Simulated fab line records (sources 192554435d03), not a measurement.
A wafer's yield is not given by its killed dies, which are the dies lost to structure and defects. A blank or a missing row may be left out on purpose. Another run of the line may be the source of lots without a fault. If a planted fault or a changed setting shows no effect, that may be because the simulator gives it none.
fab line records    flow n5_finfet
record: lots: 8  wafers: 24  last_day: 18
route steps=1938 shown BEOL_M4@1045 PASSIVATION@1936
lots that met no fault: taken from a fault-free run of the same line
start_h: hours from the record's first day to the start of the lot's first wafer shown    wait_h: hours since the lot's step before    " as in the row above    L1.1+2: one row covering several wafers at once    - either no value or no given start    * or withheld: withheld    < > ~ a bound
route shown NAME@n: NAME is a module with steps in the file, n the number in the route of the first one    usual: the fault-free wafers' mean and standard deviation    same: alike in all rows    chamber/n: place in a boat    sites: readings site by site    _std_site: standard deviation of those values    _edge_site: inner sites' mean taken away from outer sites' mean    radius_mm: for every site, how far away it sits from the centre of the wafer    mask NAME#n: copy n    behind: tool/chamber where the wafer was last shaped    hold: why the lot went on hold/how many hours it stayed there/how the hold came to an end    device: the n, p or np transistor that did not switch    end of line: the route-end tests of the same wafers    step lacking rows: just its recipe    killed: not the wafer's yield, but the dies lost to structure and defects at the first sort    map: shows each die of a wafer: x if killed, . if not, _ if none is there
set.NAME: the setting the step ran with; set.NAME@STEP: the setting that earlier step ran with    model.NAME: the simulator's own value behind a step, which no gauge read
one table for each step of the route and one row for each wafer, over a sample of lots
services: a tool's chamber out of use, with start hour (start_h, from the record's first day; less than 0 if before it), hours out, and reason
== steps ==
step: N5_BEOL_M4_STRIP_19
recipe: chemistry: O2  power_w: 400  temp_c: 40  pressure_mtorr: 30  rf_frequency_hz: 6e+07  bias_power_w: 0  overash_fraction: 0.2  o2_flow_sccm: 225
usual: drypump_motor_current_A: 5.7/0.34  oes_product_au: 0.82/0.095  rf_vpp_V: 3.6/0.46  showerhead_plenum_p_Torr: 2.10/0.074  throttle_valve_pct: 16.54/0.17
lot.wafer  tool         chamber  start_h  wait_h  drypump_motor_current_A  oes_product_au  rf_hours_counter_h  rf_vpp_V  showerhead_plenum_p_Torr  throttle_valve_pct
L347.3     rie_diel-06  0        158.25   0.1     5.3                      0.84            46                  4.1       2.23                      16.56
L347.5     "            1        "        "       5.6                      0.74            -                   4.0       2.09                      16.59
L347.6     "            2        "        "       5.7                      0.95            -                   2.9       2.05                      16.36
L350.1     rie_diel-06  2        174.79   0.1     5.7                      0.93            15                  3.9       2.04                      16.38
L350.3     "            1        "        "       5.6                      0.74            173                 4.3       2.09                      16.57
L350.5     "            2        "        "       5.7                      0.92            -                   4.3       2.04                      16.40
L351.3     rie_diel-06  2        181.01   0.1     5.7                      0.91            17                  3.7       2.04                      16.38
L351.4     "            1        "        "       5.6                      0.73            175                 4.1       2.09                      16.58
L351.6     "            2        "        "       5.7                      0.92            -                   3.9       2.04                      16.40
L353.1     rie_diel-06  0        200.08   0.1     5.3                      0.82            61                  3.2       2.23                      16.59
L353.2     "            1        "        "       5.6                      0.73            178                 4.2       2.09                      16.58
L353.5     "            3        "        "       6.2                      0.68            -                   3.4       1.98                      16.82
L354.1     rie_diel-06  2        216.80   0.1     5.7                      0.90            29                  3.7       2.04                      16.41
L354.3     "            0        "        "       5.3                      0.82            66                  3.8       2.22                      16.59
L354.4     "            1        "        "       5.6                      0.73            -                   3.6       2.08                      16.58
L356.1     rie_diel-01  0        223.64   0.3     5.2                      0.94            14                  3.5       2.05                      16.47
L356.3     "            1        "        "       5.5                      0.68            244                 3.4       2.07                      17.20
L356.4     "            2        "        "       5.8                      0.84            70                  3.0       2.05                      16.32
L363.1     rie_diel-02  2        274.59   0.1     5.7                      0.82            74                  3.5       2.03                      16.44
L363.2     "            3        "        "       5.2                      0.70            222                 3.4       2.16                      16.64
L363.4     "            1        "        "       5.8                      0.84            52                  3.0       2.04                      16.45
L368.1     rie_diel-06  0        311.78   0.1     5.3                      0.78            99                  3.0       2.21                      16.65
L368.5     "            3        "        "       6.1                      0.95            -                   3.2       2.24                      16.40
L368.6     "            0        "        "       5.3                      0.77            -                   2.2       2.21                      16.62
step: N5_BEOL_M4_ETCH_69
recipe: chemistry: CF4  target: SiARC  target_depth_a: 156  mask_material: CAR-EUV  time_s: 26  ion_energy_ev: 80  pressure_mtorr: 40  source_w: 545  bias_w: 36  Ar_flow_sccm: 100  cf4_flow_sccm: 100  ends: cleared
usual: cf4_flow_sccm: 99.99/0.3  drypump_motor_current_A: 5.7/0.33  etch_rf_on_time_s: 25.8/0.32  oes_product_au: 0.70/0.08  rf_vpp_V: 184.0/1.1  showerhead_plenum_p_Torr: 2.13/0.063  throttle_valve_pct: 15.47/0.22
lot.wafer  tool         chamber  start_h  wait_h  cf4_flow_sccm  drypump_motor_current_A  etch_rf_on_time_s  oes_product_au  rf_hours_counter_h  rf_vpp_V  showerhead_plenum_p_Torr  throttle_valve_pct
L347.3     rie_diel-02  3        158.81   0.0     100.49         5.2                      25.4               0.64            178                 186.0     2.22                      15.51
L347.5     "            0        "        "       99.70          5.8                      25.5               0.62            -                   186.4     2.22                      15.38
L347.6     "            1        "        "       100.73         5.8                      25.6               0.79            -                   184.6     2.11                      15.31
L350.1     rie_diel-01  2        175.35   0.0     99.93          5.7                      25.7               0.74            53                  182.6     2.09                      15.16
L350.3     "            3        "        "       100.48         6.4                      25.8               0.82            10                  184.2     2.11                      15.32
L350.5     "            3        "        "       100.51         6.4                      25.7               0.82            -                   182.6     2.11                      15.33
L351.3     rie_diel-01  1        181.75   0.0     100.17         5.5                      25.9               0.60            -                   185.4     2.12                      16.08
L351.4     "            2        "        "       99.86          5.7                      26.0               0.74            -                   183.8     2.09                      15.16
L351.6     "            2        "        "       99.86          5.7                      25.8               0.74            -                   182.4     2.09                      15.17
L353.1     rie_diel-01  0        200.77   0.0     99.54          5.2                      25.6               0.84            6                   182.7     2.10                      15.40
L353.2     "            1        "        "       100.06         5.5                      26.6               0.57            236                 184.5     2.11                      16.10
L353.5     "            2        "        "       99.74          5.8                      26.1               0.73            -                   184.1     2.09                      15.19
L354.1     rie_diel-01  0        217.43   0.0     100.45         5.1                      25.4               0.82            12                  183.0     2.10                      15.41
L354.3     "            2        "        "       99.94          5.7                      26.0               0.72            68                  183.0     2.09                      15.19
L354.4     "            1        "        "       99.69          5.5                      26.4               0.58            242                 184.4     2.11                      16.10
L356.1     rie_diel-02  2        224.56   0.0     100.35         5.7                      25.4               0.73            56                  182.4     2.09                      15.35
L356.3     "            1        "        "       99.65          5.8                      25.7               0.75            35                  183.0     2.10                      15.35
L356.4     "            3        "        "       99.67          5.2                      25.7               0.61            -                   184.6     2.21                      15.53
L363.1     rie_diel-02  2        275.28   0.0     100.49         5.7                      26.0               0.70            74                  182.1     2.08                      15.38
L363.2     "            3        "        "       100.34         5.2                      26.0               0.60            222                 185.0     2.20                      15.57
L363.4     "            1        "        "       99.76          5.8                      26.1               0.72            53                  183.3     2.09                      15.41
L368.1     rie_diel-06  2        312.35   0.0     99.82          5.7                      25.7               0.73            64                  182.9     2.08                      15.48
L368.5     "            0        "        "       100.10         5.3                      25.7               0.67            -                   185.6     2.25                      15.55
L368.6     "            1        "        "       99.68          5.6                      26.3               0.60            -                   183.7     2.12                      15.63
step: N5_BEOL_M4_ALD_98
recipe: material: SiO2  target_thk_a: 25  temp_c: 100  ald_precursor_family: BDEAS  ald_co_reactant: O2-plasma  pulse_time_s: 1  co_reactant_pulse_time_s: 1  purge_time_s: 2  co_reactant_purge_time_s: 2  ald_cycles: 17  pressure_torr: 2
usual: heater_power_outer_w: 39/4  heater_power_w: 74/7.1  precursor_pulse_height_rel: 0.995/0.019  susceptor_temp_C: 100.00/0.12
lot.wafer  tool        chamber  start_h  wait_h  heater_power_outer_w  heater_power_w  precursor_pulse_height_rel  susceptor_temp_C
L347.3     ald_sin-03  3        159.49   0.7     45                    84              1.038                       99.82
L347.5     "           2        "        "       32                    63              0.959                       99.92
L347.6     "           1        "        "       41                    77              1.004                       100.11
L350.1     ald_sin-04  3        175.44   0.1     43                    82              0.960                       99.97
L350.3     "           0        "        "       39                    71              0.989                       99.98
L350.5     "           3        "        "       44                    82              0.998                       99.97
L351.3     ald_sin-03  1        181.86   0.1     40                    78              1.020                       99.82
L351.4     "           3        "        "       44                    83              1.013                       99.96
L351.6     "           2        "        "       33                    64              0.959                       99.97
L353.1     ald_sin-03  2        200.86   0.1     34                    69              0.963                       102.69
L353.2     "           1        "        "       44                    82              0.976                       102.44
L353.5     "           1        "        "       44                    81              1.009                       102.51
L354.1     ald_sin-03  2        217.51   0.1     34                    68              1.034                       102.86
L354.3     "           1        "        "       44                    80              1.029                       102.72
L354.4     "           3        "        "       48                    89              0.991                       102.57
L356.1     ald_sin-02  1        225.23   0.6     34                    67              1.028                       100.01
L356.3     "           3        "        "       38                    78              0.997                       100.10
L356.4     "           2        "        "       41                    78              0.989                       100.09
L363.1     ald_sin-02  1        275.36   0.1     34                    64              1.013                       100.01
L363.2     "           3        "        "       37                    79              1.027                       100.11
L363.4     "           2        "        "       40                    81              1.013                       100.07
L368.1     ald_sin-03  0        312.58   0.2     42                    79              0.987                       99.91
L368.5     "           2        "        "       32                    67              1.025                       99.99
L368.6     "           1        "        "       41                    77              1.003                       100.14
step: N5_BEOL_M4_ETCHBACK_99
recipe: chemistry: CHF3  target: SiO2  target_depth_a: 50  time_s: 10.4  source_w: 215  bias_w: 47  Ar_flow_sccm: 200  CHF3_flow_sccm: 12  ion_energy_ev: 100  pressure_mtorr: 30
usual: drypump_motor_current_A: 5.7/0.35  oes_product_au: 0.81/0.088  rf_vpp_V: 240.3/1.9  showerhead_plenum_p_Torr: 2.14/0.072  throttle_valve_pct: 16.92/0.15
same: time_s: 10.4
lot.wafer  tool         chamber  start_h  wait_h  drypump_motor_current_A  oes_product_au  rf_hours_counter_h  rf_vpp_V  showerhead_plenum_p_Torr  throttle_valve_pct
L347.3     rie_diel-02  3        164.90   5.4     5.2                      0.74            181                 242.0     2.24                      17.01
L347.5     "            1        "        "       5.8                      0.92            -                   240.0     2.11                      16.78
L347.6     "            0        "        "       5.9                      0.72            -                   243.7     2.23                      16.84
L350.1     rie_diel-06  0        182.92   7.4     5.3                      0.83            54                  240.5     2.29                      16.96
L350.3     "            2        "        "       5.7                      0.93            17                  238.2     2.11                      16.86
L350.5     "            3        "        "       6.2                      0.69            -                   236.4     2.03                      17.17
L351.3     rie_diel-06  3        187.55   5.6     6.2                      0.69            233                 237.3     2.03                      17.17
L351.4     "            3        "        "       6.2                      0.68            -                   237.8     2.03                      17.17
L351.6     "            0        "        "       5.3                      0.84            -                   242.1     2.29                      16.98
L353.1     rie_diel-06  2        208.47   7.6     5.7                      0.90            26                  238.3     2.10                      16.87
L353.2     "            3        "        "       6.1                      0.68            240                 236.1     2.03                      17.18
L353.5     "            3        "        "       6.2                      0.69            -                   237.7     2.03                      17.17
L354.1     rie_diel-02  1        222.82   5.3     5.8                      0.88            34                  236.9     2.10                      16.83
L354.3     "            3        "        "       5.2                      0.72            202                 239.7     2.23                      17.03
L354.4     "            1        "        "       5.8                      0.88            -                   239.9     2.10                      16.81
L356.1     rie_diel-02  2        230.04   4.8     5.7                      0.86            58                  239.2     2.10                      16.83
L356.3     "            1        "        "       5.8                      0.87            38                  239.2     2.10                      16.82
L356.4     "            3        "        "       5.2                      0.72            -                   239.7     2.23                      17.05
L363.1     rie_diel-02  1        283.31   7.9     5.9                      0.84            56                  239.2     2.10                      16.86
L363.2     "            0        "        "       5.9                      0.70            204                 243.5     2.22                      16.89
L363.4     "            0        "        "       5.9                      0.69            -                   242.6     2.22                      16.89
L368.1     rie_diel-02  1        314.98   2.3     5.8                      0.83            67                  238.7     2.09                      16.87
L368.5     "            2        "        "       5.6                      0.82            -                   238.9     2.09                      16.89
L368.6     "            3        "        "       5.2                      0.70            -                   241.4     2.22                      17.10
step: N5_BEOL_M4_RC_MEAS_101
usual: DIBL_N: 36.1/1.3  DIBL_P: 36.1/1.7  IOFF_N: 0.154/0.022  IOFF_P: 0.201/0.024  ION_N: 675/8.9  ION_P: 462/5.9  SS_N: 71.5/0.49  SS_P: 73.3/0.58  VT_N: 250.0/2.7  VT_P: -251.3/2.7
lot.wafer  tool       chamber  start_h  wait_h  DIBL_N[mV/V]  DIBL_P[mV/V]  IOFF_N[nA/um]  IOFF_P[nA/um]  ION_N[uA/um]  ION_P[uA/um]  SS_N[mV/dec]  SS_P[mV/dec]  VT_N[mV]  VT_P[mV]
L347.3     prober-02  0        170.07   0.3     34.0          33.8          0.133          0.171          662           449           71.7          72.9          250.9     -255.2
L347.5     "          0        "        "       33.7          33.7          0.128          0.170          672           464           71.9          73.1          254.0     -254.0
L347.6     "          0        "        "       33.8          33.5          0.129          0.167          662           456           71.2          72.6          252.7     -255.0
L350.1     prober-01  0        187.55   0.0     36.1          37.1          0.179          0.224          685           463           71.1          73.4          247.2     -246.5
L350.3     "          0        "        "       35.2          35.6          0.158          0.199          682           461           71.2          73.2          248.8     -250.6
L350.5     "          0        "        "       34.5          35.4          0.144          0.200          669           465           71.1          73.5          252.7     -250.5
L351.3     prober-01  0        193.75   0.3     35.5          35.7          0.139          0.213          673           460           72.1          73.3          251.8     -249.5
L351.4     "          0        "        "       35.4          34.5          0.133          0.200          656           459           71.7          72.9          253.1     -248.3
L351.6     "          0        "        "       35.1          34.4          0.133          0.200          663           461           71.3          72.8          249.9     -248.9
L353.1     prober-02  0        212.89   0.0     36.1          34.8          0.155          0.202          669           464           71.9          72.5          250.6     -253.7
L353.2     "          0        "        "       35.3          33.5          0.148          0.184          682           462           72.0          72.7          249.2     -254.6
L353.5     "          0        "        "       35.4          33.9          0.141          0.189          674           465           71.2          73.1          253.0     -253.1
L354.1     prober-01  0        227.34   0.0     35.2          35.5          0.131          0.189          672           461           71.0          73.0          251.7     -250.1
L354.3     "          0        "        "       36.0          35.5          0.134          0.192          668           463           71.3          72.4          250.1     -248.9
L354.4     "          0        "        "       36.5          36.9          0.146          0.214          676           465           71.0          73.2          249.3     -249.1
L356.1     prober-01  0        234.47   0.0     36.3          35.6          0.127          0.182          662           455           71.1          72.7          252.8     -253.7
L356.3     "          0        "        "       37.7          37.2          0.162          0.205          672           460           71.3          74.0          249.4     -252.9
L356.4     "          0        "        "       34.9          33.8          0.116          0.165          664           455           70.9          72.9          253.7     -253.3
L363.1     prober-02  0        287.81   0.0     36.5          37.5          0.156          0.221          674           468           71.2          73.8          251.3     -248.6
L363.2     "          0        "        "       36.1          37.5          0.160          0.216          676           470           72.1          72.7          251.1     -247.2
L363.4     "          0        "        "       35.8          37.1          0.146          0.205          665           464           72.0          72.9          253.0     -247.0
L368.1     prober-02  0        319.48   0.0     38.7          39.5          0.196          0.268          696           478           72.4          73.9          244.5     -245.7
L368.5     "          0        "        "       37.4          38.0          0.174          0.247          681           470           72.2          73.6          245.3     -248.8
L368.6     "          0        "        "       36.1          36.4          0.147          0.211          670           464           71.9          73.0          251.1     -247.4
step: N5_PASSIVATION_PROBE_49
usual: defect_limited_yield: 90.9/1.3  killed_at_M0_to_M3: 35/10  killed_at_M4_up: 15/5.7  killed_at_contacts: 14/6.4  killed_at_front_end: 40/11  killed_at_other: 4/3.1  killed_dies: 108/16  killed_open: 71/11  killed_short: 34/7.7  sort_bin_5_function: 5.4/0.9  sort_bin_6_memory: 3.4/0.61  sort_n_pass: 1072/16  sort_yield_pct: 90.9/1.3
same: gross_dies: 1180  killed_at_back_side: 0  sort_bin_4_leakage[%]: 0  sort_bin_8_speed[%]: 0
lot.wafer  tool       chamber  start_h  wait_h  defect_limited_yield[%]  killed_at_M0_to_M3  killed_at_M4_up  killed_at_contacts  killed_at_front_end  killed_at_other  killed_dies  killed_open  killed_short  sort_bin_5_function[%]  sort_bin_6_memory[%]  sort_n_pass  sort_yield_pct[%]
L347.3     prober-01  -        285.59   0.1     93.1                     26                  22               8                   23                   2                81           62           18            4.3                     2.3                   1099         93.1
L347.5     prober-01  -        285.69   0.2     91.0                     30                  18               15                  35                   8                106          64           42            5.4                     3.3                   1074         91.0
L347.6     prober-01  -        285.74   0.3     92.5                     28                  25               14                  22                   0                89           64           24            4.2                     3.1                   1091         92.5
L351.3     prober-01  -        295.43   0.1     89.2                     48                  21               9                   44                   6                128          86           38            6.7                     3.6                   1052         89.2
L351.4     prober-01  -        295.48   0.2     91.6                     41                  15               12                  29                   2                99           65           31            5.4                     2.9                   1081         91.6
L351.6     prober-01  -        295.58   0.3     91.4                     46                  15               6                   33                   1                101          64           35            5.3                     3.1                   1079         91.4
L350.1     prober-02  -        315.94   0.0     89.5                     45                  19               13                  44                   3                124          87           35            5.7                     4.6                   1056         89.5
L350.3     prober-02  -        316.04   0.1     93.1                     27                  9                9                   33                   4                82           50           32            4.7                     2.3                   1098         93.1
L350.5     prober-02  -        316.14   0.2     91.4                     34                  14               10                  39                   4                101          72           28            5.1                     3.3                   1079         91.4
L353.1     prober-01  -        327.26   0.0     89.5                     64                  16               4                   40                   0                124          83           41            5.8                     4.4                   1056         89.5
L353.2     prober-01  -        327.31   0.1     91.0                     39                  10               8                   47                   2                106          66           35            6.1                     2.3                   1074         91.0
L353.5     prober-01  -        327.46   0.2     91.2                     47                  15               12                  29                   1                104          67           36            5.3                     3.2                   1076         91.2
L363.1     prober-01  -        389.91   0.0     90.9                     29                  23               19                  32                   4                107          67           36            5.4                     3.4                   1073         90.9
L363.2     prober-01  -        389.96   0.1     92.5                     36                  12               16                  23                   1                88           50           35            4.9                     2.5                   1092         92.5
L363.4     prober-01  -        390.06   0.2     91.2                     24                  18               21                  38                   3                104          69           30            5.3                     3.4                   1076         91.2
killed by level:class
L347.3 BEOL_M4:geometric_particle:open=12 BEOL_M2:geometric_particle:short=8 FIN_SAQP:geometric_particle:open=7 MOL_CONTACT_COAG:geometric_particle:open=6 STARTING-WAFER:geometric_particle:open=5 BEOL_M0:geometric_particle:open=4 BEOL_M2:geometric_particle:open=4 BEOL_M3:geometric_particle:open=4
L347.5 MOL_CONTACT_COAG:geometric_particle:open=13 FIN_SAQP:geometric_particle:short=10 FIN_SAQP:geometric_particle:open=9 BEOL_M4:geometric_particle:open=8 STI_FIN_REVEAL:geometric_particle:open=5 BEOL_M1:geometric_particle:open=5 BEOL_M1:geometric_particle:short=5 BEOL_M2:geometric_particle:open=5
L347.6 BEOL_M4:geometric_particle:open=10 STI_FIN_REVEAL:geometric_particle:open=9 MOL_CONTACT_COAG:geometric_particle:open=9 BEOL_M1:geometric_particle:open=9 BEOL_M2:geometric_particle:open=7 MOL_CONTACT_COAG:geometric_particle:short=5 BEOL_M4:geometric_particle:short=5 STI_FIN_REVEAL:geometric_particle:short=4
L351.3 BEOL_M4:geometric_particle:open=12 BEOL_M0_SAQP:geometric_particle:short=11 FIN_SAQP:geometric_particle:open=10 STI_FIN_REVEAL:geometric_particle:open=9 MOL_CONTACT_COAG:geometric_particle:open=9 FIN_SAQP:geometric_particle:short=8 BEOL_M0:geometric_particle:open=8 BEOL_M3:geometric_particle:open=7
L351.4 BEOL_M2:geometric_particle:open=13 MOL_CONTACT_COAG:geometric_particle:open=10 BEOL_M3:geometric_particle:open=9 STI_FIN_REVEAL:geometric_particle:open=8 FIN_SAQP:geometric_particle:open=6 FIN_SAQP:geometric_particle:short=5 BEOL_M0_SAQP:geometric_particle:short=5 BEOL_M4:geometric_particle:open=5
L351.6 BEOL_M3:geometric_particle:open=13 FIN_SAQP:geometric_particle:open=10 FIN_SAQP:geometric_particle:short=8 BEOL_M2:geometric_particle:open=7 BEOL_M1:geometric_particle:short=6 BEOL_M0_SAQP:geometric_particle:open=6 BEOL_M4:geometric_particle:open=6 STI_FIN_REVEAL:geometric_particle:open=4
L350.1 FIN_SAQP:geometric_particle:open=14 BEOL_M0_SAQP:geometric_particle:short=14 BEOL_M0_SAQP:geometric_particle:open=12 MOL_CONTACT_COAG:geometric_particle:open=11 STI_FIN_REVEAL:geometric_particle:open=9 FIN_SAQP:geometric_particle:short=8 BEOL_M4:geometric_particle:open=8 BEOL_M2:geometric_particle:open=7
L350.3 BEOL_M0_SAQP:geometric_particle:short=10 MOL_CONTACT_COAG:geometric_particle:open=8 FIN_SAQP:geometric_particle:open=7 BEOL_M0_SAQP:geometric_particle:open=7 STI_FIN_REVEAL:geometric_particle:open=5 STARTING-WAFER:geometric_particle:short=5 FIN_SAQP:geometric_particle:short=4 BEOL_M3:geometric_particle:open=4
L350.5 BEOL_M0_SAQP:geometric_particle:open=14 FIN_SAQP:geometric_particle:open=11 MOL_CONTACT_COAG:geometric_particle:open=9 BEOL_M0_SAQP:geometric_particle:short=9 BEOL_M1:geometric_particle:open=9 FIN_SAQP:geometric_particle:short=6 STI_FIN_REVEAL:geometric_particle:open=5 BEOL_M4:geometric_particle:open=5
L353.1 BEOL_M0_SAQP:geometric_particle:short=16 BEOL_M0_SAQP:geometric_particle:open=15 BEOL_M2:geometric_particle:open=14 BEOL_M3:geometric_particle:open=9 BEOL_M4:geometric_particle:open=8 FIN_SAQP:geometric_particle:open=6 GATE_CUT:geometric_particle:open=6 GATE_CUT:geometric_particle:short=6
L353.2 BEOL_M0_SAQP:geometric_particle:short=14 DUMMY_GATE:geometric_particle:open=9 BEOL_M4:geometric_particle:open=9 BEOL_M0_SAQP:geometric_particle:open=9 STI_FIN_REVEAL:geometric_particle:open=8 MOL_CONTACT_COAG:geometric_particle:open=7 BEOL_M3:geometric_particle:open=6 STI_FIN_REVEAL:geometric_particle:short=5
L353.5 BEOL_M0_SAQP:geometric_particle:short=11 BEOL_M2:geometric_particle:open=11 BEOL_M4:geometric_particle:open=8 BEOL_M0_SAQP:geometric_particle:open=8 MOL_CONTACT_COAG:geometric_particle:open=6 MOL_CONTACT_COAG:geometric_particle:short=6 BEOL_M1:geometric_particle:open=6 FIN_SAQP:geometric_particle:short=5
L363.1 MOL_CONTACT_COAG:geometric_particle:open=17 BEOL_M4:geometric_particle:open=11 BEOL_M2:geometric_particle:open=11 BEOL_M0_SAQP:geometric_particle:short=8 BEOL_M0_SAQP:geometric_particle:open=7 FIN_SAQP:geometric_particle:short=5 GATE_CUT:geometric_particle:short=5 FIN_SAQP:geometric_particle:open=4
L363.2 BEOL_M0_SAQP:geometric_particle:short=13 FIN_SAQP:geometric_particle:short=12 MOL_CONTACT_COAG:geometric_particle:open=12 BEOL_M0_SAQP:geometric_particle:open=9 FIN_SAQP:geometric_particle:open=5 BEOL_M2:geometric_particle:open=5 MOL_CONTACT_COAG:geometric_particle:short=4 BEOL_M1:geometric_particle:open=4
L363.4 MOL_CONTACT_COAG:geometric_particle:open=14 BEOL_M2:geometric_particle:open=10 FIN_SAQP:geometric_particle:open=7 GATE_CUT:geometric_particle:open=7 MOL_CONTACT_COAG:geometric_particle:short=6 GATE_CUT:geometric_particle:short=5 STI_FIN_REVEAL:geometric_particle:open=4 BEOL_M1:geometric_particle:open=4
== services ==
tool         chamber  start_h  hours  kind
ald_sin-02   0        138.60   3.0    repair
rie_diel-01  0        154.18   -      clean
rie_diel-01  0        154.18   -      consumable_replace:focus_ring
rie_diel-01  0        154.18   33.0   scheduled_down
rie_diel-01  0        154.18   33.0   vent_cycle
rie_diel-06  1        164.44   9.9    repair
ald_sin-04   2        175.65   14.9   repair
rie_diel-01  3        177.60   5.2    repair
rie_diel-06  1        183.55   8.8    repair
ald_sin-04   -        192.17   0.7    repair
rie_diel-02  0        212.15   22.1   repair
rie_diel-06  3        215.95   2.9    repair
rie_diel-01  1        240.61   -      clean
rie_diel-01  1        240.61   -      consumable_replace:focus_ring
rie_diel-01  1        240.61   16.8   scheduled_down
rie_diel-06  3        242.73   -      clean
rie_diel-06  3        242.73   -      consumable_replace:focus_ring
rie_diel-06  3        242.73   -      consumable_replace:showerhead
ald_sin-04   -        247.85   6.1    pm
ald_sin-04   -        268.25   14.0   pm
rie_diel-02  2        281.00   6.7    repair
ald_sin-04   0        298.09   5.3    repair
rie_diel-01  2        307.95   1.8    repair
ald_sin-03   3        312.19   12.8   repair
== key ==
first_sign: step: N5_BEOL_M4_ALD_98  reading: susceptor_temp_C  direction: up  sigmas: 21  usual: *  struck: *
effect none on later readings
met_at N5_BEOL_M4_ALD_98
struck_lots L353,L354
not_acting_at N5_BEOL_M4_STRIP_19,N5_BEOL_M4_ETCH_69,N5_BEOL_M4_ETCHBACK_99
onset_between 181.86 200.86
fault: kind: process_parameter_drift  tool: ald_sin-03  chamber: -  onset_h: 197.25  steps: N5_BEOL_M4_ALD_98  channel: temp_c  offset: *  shape: step  end_h: 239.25  acts_in: *  stated: *
